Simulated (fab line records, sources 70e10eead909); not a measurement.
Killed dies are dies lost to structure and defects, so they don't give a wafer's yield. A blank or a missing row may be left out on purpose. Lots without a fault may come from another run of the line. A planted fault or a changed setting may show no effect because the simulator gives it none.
fab line records | flow nand_harc
record lots=6 wafers=18 last_day=33
route steps=1302 shown A_CHANNEL_FILL_D1@493
lots that met no fault: from a run of the same line without faults
start_h: hours from the record's first day to the start of the lot's first wafer shown | wait_h: hours since the lot's step before | " the same as in the row above | L1.1+2: a row that stands for several wafers | - no value, or no start given | * or withheld: withheld | < > ~ a bound
route shown NAME@n: a module of which the file shows steps, and the number in the route of the first | usual: mean/standard deviation of fault-free wafers | same: alike in all rows | chamber/n: place in a boat | sites: the reading at each site | _std_site: their standard deviation | _edge_site: outer sites' mean less inner sites' | radius_mm: how far each site lies from the wafer's centre | mask NAME#n: copy n | behind: the tool/chamber that last shaped the wafer | hold: why the lot was held/for how many hours/how that ended | device: the transistor (n, p or np) that didn't switch | end of line: the same wafers' tests at the end of the route | a step without rows: its recipe alone | killed: dies lost to structure and defects at the first sort, not the wafer's yield | map: a wafer's dies, x killed, . not, _ none there
set.NAME: the setting as run; set.NAME@STEP: as run at that earlier step | model.NAME: the simulator's own value behind a step, which no gauge read
lots at some steps of the route; a table a step, a row a wafer
services: from which hour (start_h, from the record's first day; less than 0 if before it) a tool's chamber was out of use, for how many hours, and why
## steps
# step NHARC_A_CHANNEL_FILL_D1_ALD_03
# recipe target_thk_a=60 pulse_time_s=60 ald_cycles=58 temp_c=630 pressure_torr=2 material=SiNx
# step NHARC_A_CHANNEL_FILL_D1_ALD_14
# recipe target_thk_a=25 pulse_time_s=10 ald_cycles=25 temp_c=300 material=SiO2
# usual heater_power_w=496/51 precursor_pulse_height_rel=1.000/0.021
# columns lot.wafer tool chamber start_h wait_h heater_power_w precursor_pulse_height_rel
L492.3 ald_hk-01 1 198.53 0.1 462 0.996
L492.4 " 3 " " 433 1.000
L492.5 " 0 " " 491 0.990
L501.4 ald_hk-04 0 279.66 0.0 438 1.011
L501.2 " 1 " " 460 0.984
L501.3 " 2 " " 499 1.031
L502.1 ald_hk-01 0 297.46 0.0 486 0.987
L502.4 " 2 " " 558 1.000
L502.6 " 0 " " 486 0.983
L510.3 ald_hk-01 1 382.86 0.2 471 0.988
L510.6 " 3 " " 451 1.022
L510.5 " 0 " " 492 0.988
L511.2 ald_hk-01 2 401.46 0.0 591 0.991
L511.4 " 3 " " 450 0.991
L511.3 " 1 " " 472 1.014
L515.3 ald_hk-01 3 432.86 1.0 464 0.976
L515.6 " 1 " " 458 0.990
L515.5 " 2 " " 586 1.013
# step NHARC_A_CHANNEL_FILL_D1_ALD_15
# recipe target_thk_a=20 pulse_time_s=60 ald_cycles=19 temp_c=630 pressure_torr=2 material=SiNx
# usual precursor_pulse_height_rel=1.002/0.019
# columns lot.wafer tool chamber start_h wait_h precursor_pulse_height_rel
L492.3 ald_sin_batch-02 0 - - 1.003
L492.4 " 0 " " 1.003
L492.5 " 0 " " 1.039
L501.2 ald_sin_batch-01 0 - - 1.035
L501.3 " 0 " " 0.988
L501.4 " 0 " " 0.997
L502.1 ald_sin_batch-03 0 - - 1.020
L502.4 " 0 " " 1.004
L502.6 " 0 " " 0.974
L510.3 ald_sin_batch-02 0 386.07 3.1 0.997
L510.5 " 0 " " 1.002
L510.6 " 0 " " 1.018
L511.2 ald_sin_batch-01 0 - - 0.972
L511.3 " 0 " " 0.974
L511.4 " 0 " " 1.020
L515.3 ald_sin_batch-01 0 - - 0.985
L515.5 " 0 " " 0.996
L515.6 " 0 " " 1.030
# step NHARC_A_CHANNEL_FILL_D1_ALD_16
# recipe target_thk_a=15 pulse_time_s=10 ald_cycles=15 temp_c=300 material=SiO2
# usual heater_power_w=499/46 precursor_pulse_height_rel=1.001/0.02
# columns lot.wafer tool chamber start_h wait_h heater_power_w precursor_pulse_height_rel
L492.4 ald_hk-03 3 203.73 0.1 587 1.013
L492.3 " 0 " " 531 1.001
L492.5 " 2 " " 474 0.991
L501.2 ald_hk-01 1 284.83 0.0 474 1.034
L501.3 " 3 " " 420 0.980
L501.4 " 0 " " 480 0.993
L502.4 ald_hk-03 1 303.21 0.6 497 0.971
L502.1 " 2 " " 495 0.957
L502.6 " 0 " " 496 1.029
L510.3 ald_hk-04 1 388.18 0.1 481 0.995
L510.6 " 0 " " 454 0.995
L510.5 " 1 " " 479 1.002
L511.4 ald_hk-04 2 406.62 0.0 488 0.960
L511.2 " 3 " " 572 0.971
L511.3 " 0 " " 450 0.991
L515.3 ald_hk-03 3 438.04 0.1 568 1.014
L515.5 " 1 " " 492 1.001
L515.6 " 2 " " 471 0.983
# step NHARC_A_CHANNEL_FILL_D1_ANNEAL_17
# recipe temp_c=850 time_s=1800
# step NHARC_A_CHANNEL_FILL_D1_CVD_18
# recipe target_thk_a=30 temp_c=550 material=poly-Si
# step NHARC_A_CHANNEL_FILL_D1_ETCHBACK_19
# recipe target_depth_a=50 time_s=1.7 hbr_flow_sccm=150 cl2_flow_sccm=50 rf_w=400 icp_w=400 bias_w=100 chemistry=HBr/Cl2
# step NHARC_A_CHANNEL_FILL_D1_ETCHBACK_20
# recipe target_depth_a=270 time_s=13.5 c4f8_flow_sccm=withheld o2_flow_sccm=8 ar_flow_sccm=withheld rf_w=600 bias_w=1500 chemistry=C4F8/O2/Ar
# usual chamber_pressure_mTorr=24.996/0.022 oes_product_au=0.96/0.034 rf_vpp_V=975/5.2
# columns lot.wafer tool chamber start_h wait_h chamber_pressure_mTorr oes_product_au rf_hours_counter_h rf_vpp_V
L492.3 rie_diel-13 1 215.78 - 24.979 1.01 2.4 980
L492.4 " 3 " " 25.002 1.01 2.4 970
L492.5 " 2 " " 24.961 1.01 - 974
L501.4 rie_diel-13 0 298.37 - 25.024 0.96 7.7 973
L501.3 " 2 " " 24.987 0.98 6.8 976
L501.2 " 3 " " 24.995 0.97 7.6 970
L502.1 rie_diel-13 0 315.14 - 25.066 0.93 7.9 972
L502.4 " 1 " " 24.975 0.93 7.6 979
L502.6 " 3 " " 24.955 0.93 - 970
L510.3 rie_diel-09 0 402.72 - 24.963 0.92 4.8 969
L510.6 " 2 " " 24.978 0.92 - 970
L510.5 " 3 " " 24.961 0.93 - 972
L511.3 rie_diel-13 1 419.17 - 24.992 0.99 4.1 979
L511.2 " 2 " " 25.020 1.01 3.6 975
L511.4 " 0 " " 25.019 0.99 4.3 970
L515.3 rie_diel-13 0 450.00 - 24.971 0.92 6.1 971
L515.5 " 0 " " 24.999 0.93 - 971
L515.6 " 1 " " 25.011 0.92 - 979
# step NHARC_A_CHANNEL_FILL_D1_STRIP_28
# recipe time_s=20 o2_flow_sccm=500 ar_flow_sccm=0 bias_w=0 chemistry=O2
# usual chamber_pressure_mTorr=60.01/0.059 drypump_motor_current_A=5.7/0.49 oes_product_au=1.000/0.008 rf_vpp_V=57.6/0.86 showerhead_plenum_p_Torr=3.44/0.12 throttle_valve_pct=17.037/0.0092
# columns lot.wafer tool chamber start_h wait_h chamber_pressure_mTorr drypump_motor_current_A oes_product_au rf_hours_counter_h rf_vpp_V showerhead_plenum_p_Torr throttle_valve_pct
L492.3 rie_diel-13 1 215.87 0.1 60.03 5.2 1.012 2.4 57.5 3.55 17.053
L492.4 " 3 " " 59.95 5.0 0.993 2.4 56.1 3.35 17.031
L492.5 " 0 " " 59.94 6.5 0.997 - 56.5 3.39 17.037
L501.2 rie_diel-13 2 298.46 0.1 60.00 5.7 1.009 6.8 58.1 3.44 17.023
L501.4 " 3 " " 59.94 4.9 0.999 7.6 56.3 3.34 17.034
L501.3 " 0 " " 60.06 6.5 0.996 7.7 58.0 3.38 17.032
L502.1 rie_diel-13 3 315.23 0.1 59.95 4.9 1.004 7.8 56.6 3.34 17.012
L502.4 " 1 " " 59.94 5.2 1.001 7.6 56.8 3.55 17.046
L502.6 " 0 " " 59.97 6.5 1.007 - 57.2 3.38 17.037
L510.3 rie_diel-09 3 402.80 0.1 59.90 6.4 1.018 4.1 57.3 3.36 17.044
L510.6 " 2 " " 60.05 5.9 0.998 - 57.2 3.32 17.041
L510.5 " 3 " " 60.02 6.4 1.007 - 56.4 3.36 17.022
L511.4 rie_diel-13 1 419.26 0.1 59.92 5.2 0.987 4.1 58.0 3.54 17.040
L511.3 " 2 " " 59.99 5.7 0.995 3.7 58.4 3.43 17.046
L511.2 " 0 " " 59.96 6.5 0.995 4.3 58.6 3.38 17.044
L515.3 rie_diel-13 3 450.10 0.1 59.91 5.0 1.010 3.9 58.1 3.34 17.039
L515.5 " 0 " " 59.92 6.5 0.988 - 57.7 3.38 17.037
L515.6 " 1 " " 59.87 5.2 1.013 - 58.7 3.54 17.034
# step NHARC_A_CHANNEL_FILL_D1_PRECLEAN_21
# recipe time_s=30 chemistry=dHF
# step NHARC_A_CHANNEL_FILL_D1_SRD_23
# step NHARC_A_CHANNEL_FILL_D1_CVD_05
# recipe target_thk_a=50 temp_c=550 material=poly-Si
# step NHARC_A_CHANNEL_FILL_D1_ANNEAL_22
# recipe temp_c=620 time_s=7200
# usual run_length_s=7227/7.1 spike_tc_bottom_C=643/3.2 spike_tc_centre_C=620.3/0.94 tube_center_temp_C_max=621.62/0.29
# columns lot.wafer tool chamber start_h wait_h run_length_s spike_tc_bottom_C spike_tc_centre_C tube_center_temp_C_max
L492.3 furnace-05 0 223.60 3.5 7242 646 621.1 621.59
L492.4 " 0 " " 7242 645 621.5 621.77
L492.5 " 0 " " 7242 647 621.4 622.03
L501.2 furnace-07 0 306.32 3.4 7224 640 620.3 621.84
L501.3 " 0 " " 7224 642 620.3 621.36
L501.4 " 0 " " 7224 641 620.2 621.59
L502.1 furnace-05 0 322.95 3.5 7237 647 619.4 622.17
L502.4 " 0 " " 7237 648 620.3 621.49
L502.6 " 0 " " 7237 647 618.5 621.40
L510.3 furnace-05 - 411.56 4.5 - - - -
L510.5 " - " " - - - -
L510.6 " - " " - - - -
L511.2 furnace-02 - 427.94 4.4 - - - -
L511.3 " - " " - - - -
L511.4 " - " " - - - -
L515.3 furnace-02 0 457.82 3.3 7223 643 619.3 621.41
L515.5 " 0 " " 7223 639 620.6 621.52
L515.6 " 0 " " 7223 640 620.8 621.69
## services
# columns tool chamber start_h hours kind
ald_hk-04 - 183.70 0.6 repair
rie_diel-13 0 198.50 - clean
rie_diel-13 1 198.50 - clean
ald_hk-03 - 214.11 10.0 pm
rie_diel-13 2 222.04 20.7 repair
ald_sin_batch-02 - 230.46 3.8 repair
rie_diel-13 3 247.59 6.3 repair
ald_hk-04 - 256.31 3.3 repair
ald_sin_batch-02 - 266.00 26.0 pm
rie_diel-09 2 278.50 6.1 repair
rie_diel-09 0 298.05 10.4 repair
ald_hk-01 - 299.49 10.0 pm
rie_diel-13 1 306.66 2.6 repair
furnace-05 - 311.60 2.5 repair
rie_diel-09 - 320.10 9.0 pm
rie_diel-13 - 342.00 9.0 pm
rie_diel-09 2 358.54 8.7 repair
ald_hk-01 - 365.90 0.8 repair
rie_diel-13 3 386.69 16.1 repair
furnace-07 - 389.24 26.0 pm
ald_sin_batch-02 - 390.89 23.5 repair
rie_diel-13 2 405.21 4.8 repair
rie_diel-13 1 411.79 4.6 repair
ald_hk-04 - 437.59 10.0 pm
## key
first_sign step=NHARC_A_CHANNEL_FILL_D1_ANNEAL_22 reading=tool_record direction=missing
effect none on later readings
met_at NHARC_A_CHANNEL_FILL_D1_ANNEAL_22
struck_wafers L510.3,L510.5,L510.6,L511.2,L511.3,L511.4
later_rows_left_out L510.3,L510.5,L510.6,L511.2,L511.3,L511.4
sort_left_out L510.3,L510.5,L510.6,L511.2,L511.3,L511.4
tester_left_out L510,L511
onset_between 322.95 411.56
fault kind=skipped_step_whole tool=furnace-02,furnace-05 chamber=- onset_h=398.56 steps=NHARC_A_CHANNEL_FILL_D1_ANNEAL_22 scope=struck_lots_only
# tester_left_out: of these lots the tester's yield and bins aren't shown, on N5 and GAA mostly nor the transistor test; their killed dies are dies lost to structure and defects alone, not to doping, threshold or leakage, so they don't give the yield
# sort_left_out: the simulated sort isn't trusted on such a fault, so these wafers' sort isn't shown, and their yield isn't known
# later_rows_left_out: the simulator's readings of these wafers behind a module that went badly wrong aren't trusted and aren't shown, but for the sort
